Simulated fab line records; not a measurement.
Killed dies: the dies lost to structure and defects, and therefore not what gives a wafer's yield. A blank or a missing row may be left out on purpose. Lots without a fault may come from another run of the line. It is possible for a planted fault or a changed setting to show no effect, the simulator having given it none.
fab line records    flow nand_harc
[record] lots = 15  wafers = 45  last_day = 25
route steps=1159 shown A_M1@1052 THIN_TSV@1103
lots with no fault: from the same line, run without faults
start_h: hours from the record's opening day to when the first of the lot's shown wafers began    wait_h: hours since the lot's step before    " unchanged from the row above    L1.1+2: a row that stands for several wafers    - either no value or no given start    * or withheld: withheld    < > ~ a bound
route shown NAME@n: a module of which the file shows steps, and the number in the route of the first    usual: average and standard deviation across the fault-free wafers    same: alike in all rows    chamber/n: place in a boat    sites: readings site by site    _std_site: the values' standard deviation    _edge_site: the outer-site mean with the inner-site mean subtracted    radius_mm: for every site, how far away it sits from the centre of the wafer    mask NAME#n: copy n    behind: the last tool/chamber to shape the wafer    hold: what put the lot on hold/how long, in hours/how the hold closed    device: the n, p or np transistor that did not switch    end of line: the tests these same wafers got at the end of their route    for a step that has no rows: nothing shown but its recipe    killed: not the wafer's yield, but the dies lost to structure and defects at the first sort    map: per-die view of a wafer (x killed, . not killed, _ where there is no die)
set.NAME: the run value of the setting; set.NAME@STEP: its run value at that earlier step    model.NAME: the simulator's own value behind a step, which no gauge read
steps of the route over a sample of lots; a table a step, a row a wafer
services: the hour from which a tool's chamber was out of use, counted from the record's first day as start_h (under 0 if before that day), plus the number of hours and why
[[steps]]
[step NHARC_A_M1_CMP_23]
[recipe] t_overpolish_s = 20  target_thk_nm = 154.34
[usual] motor_current_A = 12.3/1.4  retaining_ring_pressure_frac = 1.000/0.0049  time_to_endpoint_s = 28.4/2.8
lot.wafer  tool    chamber  start_h  wait_h  motor_current_A  retaining_ring_pressure_frac  time_to_endpoint_s
L959.3     cmp-03  0        410.14   -       13.7             0.997                         25.6
L959.2     "       2        "        "       14.3             0.999                         26.5
L959.6     "       0        "        "       13.9             0.998                         25.6
L960.4     cmp-03  3        410.90   -       12.8             1.001                         30.4
L960.1     "       0        "        "       12.6             1.001                         26.8
L960.5     "       3        "        "       13.1             1.000                         29.9
L961.1     cmp-01  0        411.32   -       9.5              1.005                         27.4
L961.5     "       2        "        "       12.6             1.003                         31.1
L961.6     "       3        "        "       12.4             1.000                         27.1
L963.1     cmp-02  3        420.15   -       9.0              1.009                         24.7
L963.4     "       1        "        "       12.7             1.000                         28.8
L963.6     "       2        "        "       14.4             1.008                         25.5
L962.1     cmp-01  2        420.82   -       13.3             0.995                         27.7
L962.4     "       3        "        "       12.6             1.005                         29.4
L962.6     "       1        "        "       11.1             1.008                         30.3
L964.4     cmp-03  0        448.49   -       13.0             0.987                         30.2
L964.2     "       2        "        "       13.9             0.995                         31.0
L964.6     "       0        "        "       12.7             0.996                         29.4
L973.1     cmp-02  2        502.77   -       13.1             1.011                         28.8
L973.2     "       1        "        "       12.4             0.994                         34.4
L973.5     "       2        "        "       13.0             1.003                         29.6
L974.4     cmp-02  0        510.85   -       13.2             0.999                         28.3
L974.2     "       1        "        "       12.9             1.002                         33.0
L974.1     "       2        "        "       13.2             1.000                         30.6
L975.3     cmp-03  0        515.40   -       13.5             1.009                         25.7
L975.1     "       1        "        "       12.1             1.000                         31.1
L975.4     "       3        "        "       13.4             0.999                         29.2
L976.1     cmp-03  1        515.86   -       12.3             0.991                         33.3
L976.5     "       2        "        "       14.1             1.003                         27.2
L976.6     "       3        "        "       12.9             1.000                         28.8
L978.4     cmp-02  0        516.02   -       13.4             0.999                         26.8
L978.3     "       3        "        "       9.6              1.001                         29.9
L978.6     "       1        "        "       12.6             1.010                         32.7
L977.2     cmp-03  3        520.61   -       12.9             1.003                         29.6
L977.1     "       0        "        "       13.0             0.992                         26.2
L977.3     "       1        "        "       12.7             0.995                         31.1
L980.2     cmp-02  0        531.55   -       12.9             1.001                         28.2
L980.4     "       3        "        "       9.6              1.000                         29.9
L980.5     "       0        "        "       12.5             1.006                         27.4
L979.2     cmp-03  2        537.58   -       13.8             1.005                         26.2
L979.1     "       3        "        "       13.2             0.993                         31.6
L979.6     "       0        "        "       13.2             1.001                         26.4
L981.3     cmp-02  0        548.29   -       12.9             1.005                         26.2
L981.1     "       2        "        "       13.8             0.998                         30.7
L981.6     "       0        "        "       12.6             1.004                         26.3
[step NHARC_A_M1_PRE_CLEAN_32]
[recipe] time_s = 12  temp_c = 370  rf_power_w = 300  gas = NH3
[usual] heater_power_w = 618/120
lot.wafer  tool      chamber  start_h  wait_h  heater_power_w
L959.2     pecvd-01  0        410.67   0.1     686
L959.3     "         1        "        "       478
L959.6     "         2        "        "       693
L960.1     pecvd-01  0        411.44   0.1     668
L960.4     "         1        "        "       484
L960.5     "         2        "        "       740
L961.1     pecvd-04  0        411.83   0.1     448
L961.5     "         2        "        "       589
L961.6     "         0        "        "       432
L963.1     pecvd-04  0        420.72   0.1     441
L963.4     "         0        "        "       449
L963.6     "         2        "        "       570
L962.1     pecvd-04  2        421.34   0.1     587
L962.4     "         2        "        "       584
L962.6     "         0        "        "       447
L964.2     pecvd-02  1        449.00   0.1     679
L964.4     "         1        "        "       675
L964.6     "         2        "        "       517
L973.1     pecvd-02  0        503.31   0.1     662
L973.2     "         2        "        "       547
L973.5     "         1        "        "       606
L974.1     pecvd-01  1        511.37   0.1     521
L974.2     "         0        "        "       571
L974.4     "         0        "        "       571
L975.3     pecvd-01  0        515.95   0.1     698
L975.1     "         1        "        "       549
L975.4     "         0        "        "       696
L976.1     pecvd-04  0        516.32   0.1     473
L976.6     "         1        "        "       799
L976.5     "         2        "        "       539
L978.3     pecvd-01  2        516.59   0.1     687
L978.6     "         0        "        "       684
L978.4     "         2        "        "       696
L977.1     pecvd-04  1        521.78   0.7     762
L977.3     "         2        "        "       600
L977.2     "         0        "        "       516
L980.2     pecvd-01  1        532.12   0.1     548
L980.5     "         2        "        "       637
L980.4     "         1        "        "       556
L979.1     pecvd-04  1        538.06   0.1     801
L979.2     "         2        "        "       510
L979.6     "         2        "        "       520
L981.1     pecvd-04  2        548.81   0.1     546
L981.3     "         0        "        "       477
L981.6     "         1        "        "       787
[step NHARC_THIN_TSV_THK_MEAS_02]
[recipe] thk_meas_gauge = ir
[usual] thk_nm = 2957/210
lot.wafer  tool           chamber  start_h  wait_h  thk_nm
L959.2     film_metro-02  -        493.18   -       2535
L959.3     "              -        "        "       2626
L959.6     "              -        "        "       2536
L960.1     film_metro-01  -        495.62   -       2894
L960.4     "              -        "        "       2914
L960.5     "              -        "        "       3300
L961.1     film_metro-01  -        496.76   -       2807
L961.5     "              -        "        "       2535
L961.6     "              -        "        "       3091
L963.1     film_metro-01  -        498.03   -       2654
L963.4     "              -        "        "       2777
L963.6     "              -        "        "       3086
L962.1     film_metro-01  -        499.17   -       2677
L962.4     "              -        "        "       2708
L962.6     "              -        "        "       2644
L964.2     film_metro-02  -        501.55   -       2791
L964.4     "              -        "        "       2700
L964.6     "              -        "        "       2584
L973.1     film_metro-02  -        521.26   -       3108
L973.2     "              -        "        "       3060
L973.5     "              -        "        "       3191
L974.1     film_metro-01  -        527.78   -       2860
L974.2     "              -        "        "       2873
L974.4     "              -        "        "       2765
L975.1     film_metro-01  -        533.14   0.2     2687
L975.3     "              -        "        "       2922
L975.4     "              -        "        "       3073
L976.1     film_metro-02  -        534.35   -       2886
L976.5     "              -        "        "       3053
L976.6     "              -        "        "       3275
L978.3     film_metro-02  -        535.56   -       2826
L978.4     "              -        "        "       2789
L978.6     "              -        "        "       2879
L977.1     film_metro-01  -        540.32   -       2738
L977.2     "              -        "        "       2616
L977.3     "              -        "        "       2831
L980.2     film_metro-01  -        549.18   -       2934
L980.4     "              -        "        "       3065
L980.5     "              -        "        "       2976
L979.1     film_metro-01  -        557.79   -       2984
L979.2     "              -        "        "       2642
L979.6     "              -        "        "       3008
L981.1     film_metro-02  -        565.13   -       3183
L981.3     "              -        "        "       2823
L981.6     "              -        "        "       3015
[step NHARC_THIN_TSV_EXPOSE_30]
[recipe] na = 0.55  dose_mj = 11.47  mask_id = PAD
[usual] exposure_dose_mJ_cm2 = 11.469/0.011  focus_offset_nm = 0.1/0.51
lot.wafer  tool            chamber  start_h  wait_h  mask   exposure_dose_mJ_cm2  focus_offset_nm
L959.2     krf_scanner-04  0        501.84   -       PAD#0  11.457                -0.8
L959.3     "               0        "        "       PAD#0  11.485                -0.6
L959.6     "               0        "        "       PAD#0  11.470                -0.2
L960.1     krf_scanner-02  0        507.04   -       PAD#0  11.462                -0.3
L960.4     "               0        "        "       PAD#0  11.496                -0.2
L960.5     "               0        "        "       PAD#0  11.468                0.6
L961.1     krf_scanner-02  -        508.59   -       PAD#0  -                     -
L961.5     "               -        "        "       PAD#0  -                     -
L961.6     "               -        "        "       PAD#0  -                     -
L963.1     krf_scanner-04  -        508.75   -       PAD#0  -                     -
L963.4     "               -        "        "       PAD#0  -                     -
L963.6     "               -        "        "       PAD#0  -                     -
L962.1     krf_scanner-02  -        510.28   -       PAD#0  -                     -
L962.4     "               -        "        "       PAD#0  -                     -
L962.6     "               -        "        "       PAD#0  -                     -
L964.2     krf_scanner-01  0        512.58   -       PAD#0  11.466                0.0
L964.4     "               0        "        "       PAD#0  11.464                -0.3
L964.6     "               0        "        "       PAD#0  11.469                0.0
L973.1     krf_scanner-01  0        528.36   -       PAD#0  11.469                0.0
L973.2     "               0        "        "       PAD#0  11.466                0.4
L973.5     "               0        "        "       PAD#0  11.457                0.1
L974.1     krf_scanner-04  0        534.47   -       PAD#0  11.480                -0.7
L974.2     "               0        "        "       PAD#0  11.468                0.3
L974.4     "               0        "        "       PAD#0  11.477                -0.1
L975.1     krf_scanner-01  0        540.04   -       PAD#0  11.479                0.4
L975.3     "               0        "        "       PAD#0  11.457                -0.6
L975.4     "               0        "        "       PAD#0  11.462                0.2
L976.1     krf_scanner-04  0        541.37   -       PAD#0  11.459                0.9
L976.5     "               0        "        "       PAD#0  11.472                -0.3
L976.6     "               0        "        "       PAD#0  11.478                0.2
L978.3     krf_scanner-01  0        542.58   -       PAD#0  11.457                0.4
L978.4     "               0        "        "       PAD#0  11.481                0.6
L978.6     "               0        "        "       PAD#0  11.469                -0.2
L977.1     krf_scanner-02  0        547.53   -       PAD#0  11.467                0.4
L977.2     "               0        "        "       PAD#0  11.474                0.9
L977.3     "               0        "        "       PAD#0  11.457                0.5
L980.2     krf_scanner-04  0        556.17   -       PAD#0  11.463                0.0
L980.4     "               0        "        "       PAD#0  11.469                0.3
L980.5     "               0        "        "       PAD#0  11.470                1.2
L979.1     krf_scanner-04  0        564.74   -       PAD#0  11.456                0.3
L979.2     "               0        "        "       PAD#0  11.459                0.8
L979.6     "               0        "        "       PAD#0  11.450                0.2
L981.1     krf_scanner-04  0        571.80   -       PAD#0  11.484                0.7
L981.3     "               0        "        "       PAD#0  11.485                -0.4
L981.6     "               0        "        "       PAD#0  11.461                0.2
[[services]]
tool            chamber  start_h  hours  kind
pecvd-01        2        404.77   5.3    repair
cmp-03          -        415.81   1.8    repair
pecvd-01        -        418.35   13.0   pm
cmp-02          -        426.86   4.0    pm
pecvd-01        -        442.65   0.6    repair
cmp-03          -        450.00   4.0    pm
cmp-03          -        456.41   2.1    repair
krf_scanner-04  -        470.00   4.0    pm
pecvd-01        2        470.39   4.3    repair
cmp-02          -        472.86   0.8    repair
cmp-02          -        481.11   1.6    repair
pecvd-01        1        501.68   5.0    repair
krf_scanner-04  -        508.85   9.9    repair
pecvd-01        0        522.17   5.7    repair
cmp-02          -        524.86   4.0    pm
cmp-02          -        540.40   0.5    repair
krf_scanner-04  -        543.65   0.2    repair
cmp-03          -        548.00   4.0    pm
cmp-02          -        554.12   12.6   repair
pecvd-04        -        555.19   0.5    repair
pecvd-04        -        557.00   13.0   pm
cmp-03          -        562.44   2.5    repair
cmp-03          -        567.17   5.8    repair
cmp-02          -        569.22   0.3    repair
[[key]]
[first_sign] step = NHARC_THIN_TSV_EXPOSE_30  reading = tool_record  direction = missing
effect none on later readings
met_at NHARC_THIN_TSV_EXPOSE_30
struck_lots L961,L962,L963
later_rows_left_out L961.1,L961.5,L961.6,L962.1,L962.4,L962.6,L963.1,L963.4,L963.6
sort_left_out L961.1,L961.5,L961.6,L962.1,L962.4,L962.6,L963.1,L963.4,L963.6
not_acting_at NHARC_A_M1_CMP_23,NHARC_A_M1_PRE_CLEAN_32,NHARC_THIN_TSV_THK_MEAS_02
onset_between 507.04 508.59
[fault] kind = skipped_step_whole  tool = krf_scanner-02,krf_scanner-04  chamber = -  onset_h = 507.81  steps = NHARC_THIN_TSV_EXPOSE_30  scope = struck_lots_only
// sort_left_out: the simulated sort isn't trusted on such a fault, so these wafers' sort isn't shown, and their yield isn't known
// later_rows_left_out: the simulator's readings of these wafers behind a module that went badly wrong aren't trusted and aren't shown, but for the sort
